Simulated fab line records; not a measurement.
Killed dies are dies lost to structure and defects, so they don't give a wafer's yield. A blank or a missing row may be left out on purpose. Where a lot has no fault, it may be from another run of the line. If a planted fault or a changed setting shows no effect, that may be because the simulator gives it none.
A struck lot beside a sound one :: flow n5-finfet :: 42 steps out of a route of 1938
Sound: wafers L664.1, L664.2, L664.5. Wafers struck: L673.1, L673.3, L673.6. The cause is given at the end.
Each step with rows lists, per side, the tool, then ch with its chambers, then its first start. Under that, the readings that differ: sound wafers :: struck wafers :: difference of the means :: sigmas: that difference in standard deviations of wafers without a fault.
alike: same words and numbers on both sides, and readings whose means sit less than 2 such deviations apart. not compared: any withheld reading, any reading some wafer has no value for, any bound like >300 that may hide the same value, and any number with overlapping values for which the record gives no deviation.
Wherever a step has rows on one side only, a row that says differs or no value, or a row with sigmas, the two part there. Numbers that have no deviation but don't overlap get no sigmas and don't part them. Lack of a reading on every wafer of one side parts them only where that side has two or more wafers.

N5_BEOL_M3_CD_MEAS_35: target cd 18 nm, target cd y 21 nm.
  struck on cd-sem-03, day 11 06:16; sound on cd-sem-01, day 8 08:24
  alike: cd-nm
N5_BEOL_M3_DEGAS_44: time 60 s.
  struck on pvd-sputter-03, day 11 06:32; sound on pvd-sputter-02, day 8 08:44
  alike: heater-power-w, susceptor-temp-C
then, 5 steps without rows for these wafers: N5_BEOL_M3_PRE_CLEAN_45 (time 30 s); N5_BEOL_M3_ALD_84 (deposits TaN, pulse time 2 s, purge time 3 s, co reactant purge time 2 s); N5_BEOL_M3_SURFACE_TREAT_85; N5_BEOL_M3_CVD_47 (deposits Co from CCTBA/H2, target thk 3 nm, time 223.8 s); N5_BEOL_M3_SPUTTER_48 (material Cu, target thk 4.5 nm, time 8.29 s).
N5_BEOL_M3_ANNEAL_49: time 240 s.
  struck on pvd-sputter-03, day 11 07:17; sound on pvd-sputter-02, day 8 09:34
  alike: heater-power-w, susceptor-temp-C
then, 4 steps without rows for these wafers: N5_BEOL_M3_SPUTTER_79 (material Cu, target thk 4.5 nm, time 8.29 s); N5_BEOL_M3_ANNEAL_80 (time 240 s); N5_BEOL_M3_SPUTTER_81 (material Cu, target thk 4.5 nm, time 8.29 s); N5_BEOL_M3_ANNEAL_82 (time 240 s).
N5_BEOL_M3_SPUTTER_86: material Cu, target thk 4.5 nm, time 8.29 s.
  struck on pvd-sputter-03, day 11 07:52; sound on pvd-sputter-02, day 8 10:09
  alike: susceptor-temp-C, throttle-valve-pct
then, 1 step without rows for these wafers: N5_BEOL_M3_ANNEAL_87 (time 240 s).
N5_BEOL_M3_SPUTTER_88: material Cu, target thk 4.5 nm, time 8.29 s.
  struck on pvd-sputter-03, day 11 08:05; sound on pvd-sputter-02, day 8 10:22
  alike: susceptor-temp-C, throttle-valve-pct
then, 12 steps without rows for these wafers: N5_BEOL_M3_ANNEAL_89 (time 240 s); N5_BEOL_M3_SPUTTER_90 (material Cu, target thk 4.5 nm, time 8.29 s); N5_BEOL_M3_ANNEAL_91 (time 240 s); N5_BEOL_M3_SPUTTER_92 (material Cu, target thk 4.5 nm, time 8.29 s); N5_BEOL_M3_ANNEAL_93 (time 240 s); N5_BEOL_M3_SPUTTER_94 (material Cu, target thk 4.5 nm, time 8.29 s); N5_BEOL_M3_ANNEAL_95 (time 240 s); N5_BEOL_M3_SPUTTER_96 (material Cu, target thk 4.5 nm, time 8.29 s); N5_BEOL_M3_ECD_50 (material Cu, target thk 300 nm); N5_BEOL_M3_ANNEAL_51 (time 90 s); N5_BEOL_M3_CMP_52 (polishes, stops on SiOC, t overpolish 6.8 s, target thk 40 nm); N5_BEOL_M3_PRE_CLEAN_60 (time 15 s).
N5_BEOL_M3_CO_CAP_55: material Co, precursor CCTBA/H2, target thk 2 nm, time 102.1 s.
  sound on cvd-co-01 ch 0,1, day 8 12:09; struck on cvd-co-01 ch 1,2, day 11 09:50
  alike: heater-power-w, susceptor-temp-C
then, 2 steps without rows for these wafers: N5_BEOL_M3_PRE_CLEAN_56 (time 15 s); N5_BEOL_M3_DEP_57 (deposits SiCN from 3MS/NH3, target thk 8 nm, time 14 s).
N5_BEOL_M3_RS_MEAS_58: uses a four-point probe to measure.
  struck on film-metro-02, day 11 10:01; sound on film-metro-02, day 8 12:20
  alike: M3_RS
then, 1 step without rows for these wafers: N5_BEOL_M4_ILD_DEP_00 (deposits SiOC from DEMS/O2, target thk 79 nm, time 15.3 s).
N5_BEOL_M4_THK_MEAS_01:
  struck on film-metro-02, day 11 10:09; sound on film-metro-02, day 8 12:28
  alike: M4_ILD_THK
then, 1 step without rows for these wafers: N5_BEOL_M4_PECVD_72 (deposits SiO2 from TEOS/O2, target thk 16 nm, time 18 s).
N5_BEOL_M4_HM_DEP_02: deposits TiN, target thk 20 nm.
  struck on pvd-sputter-03, day 11 10:58; sound on pvd-sputter-01, day 8 14:09
  alike: susceptor-temp-C, throttle-valve-pct
then, 5 steps without rows for these wafers: N5_BEOL_M4_COAT_61 (time 60 s, resist thk 60 nm); N5_BEOL_M4_COAT_62 (time 60 s, resist thk 12 nm); N5_BEOL_M4_COAT_73 (time 60 s, resist thk 5 nm); N5_BEOL_M4_COAT_05 (resist thk 30 nm); N5_BEOL_M4_EBR_07.
N5_BEOL_M4_RC_MEAS_101:
  sound on prober-02 ch 0, day 9 10:07; struck on prober-01 ch 0, day 11 21:25
  alike: DIBL_N, DIBL_P, IOFF_N, IOFF_P, ION_N, ION_P, SS_N, SS_P, VT_N, VT_P
-- the record jumps here: 4 days lie between the struck wafers' starts before and after (it left off in module BEOL_M4 and takes up again in module PASSIVATION, whose first step shown is number 1936 of the route) --
N5_PASSIVATION_PROBE_49:
  struck on prober-01, day 16 08:19; sound on prober-02, day 14 01:25
reading: defect-limited-yield (%)
sound: 90.8 91.4 93.1
struck: 81.9 83.0 83.3
difference: -9.0
sigmas: -7

reading: killed_at_M0_to_M3
sound: 51 33 32
struck: 140 113 116
difference: +84
sigmas: +9

reading: killed_at_M4_up
sound: 11 7 8
struck: 12 20 28
difference: +11
sigmas: +2

reading: killed-dies
sound: 108 102 81
struck: 214 201 197
difference: +107
sigmas: +7

reading: sort_bin_5_function (%)
sound: 5.4 5.1 4.1
struck: 10.9 11.1 10.3
difference: +5.9
sigmas: +7

reading: sort_bin_6_memory (%)
sound: 3.6 3.2 2.5
struck: 5.2 4.9 4.7
difference: +1.8
sigmas: +3

reading: sort-n-pass
sound: 1072 1078 1099
struck: 966 979 983
difference: -107
sigmas: -7

reading: sort-yield-pct (%)
sound: 90.8 91.4 93.1
struck: 81.9 83.0 83.3
difference: -9.0
sigmas: -7
  alike: killed-at-contacts, killed-at-front-end, killed-at-other, killed-on-rim, killed-open, killed-short, sort_bin_4_leakage

WHERE THEY PART
N5_PASSIVATION_PROBE_49 only, going by this record.

WHY: what the simulator had put in
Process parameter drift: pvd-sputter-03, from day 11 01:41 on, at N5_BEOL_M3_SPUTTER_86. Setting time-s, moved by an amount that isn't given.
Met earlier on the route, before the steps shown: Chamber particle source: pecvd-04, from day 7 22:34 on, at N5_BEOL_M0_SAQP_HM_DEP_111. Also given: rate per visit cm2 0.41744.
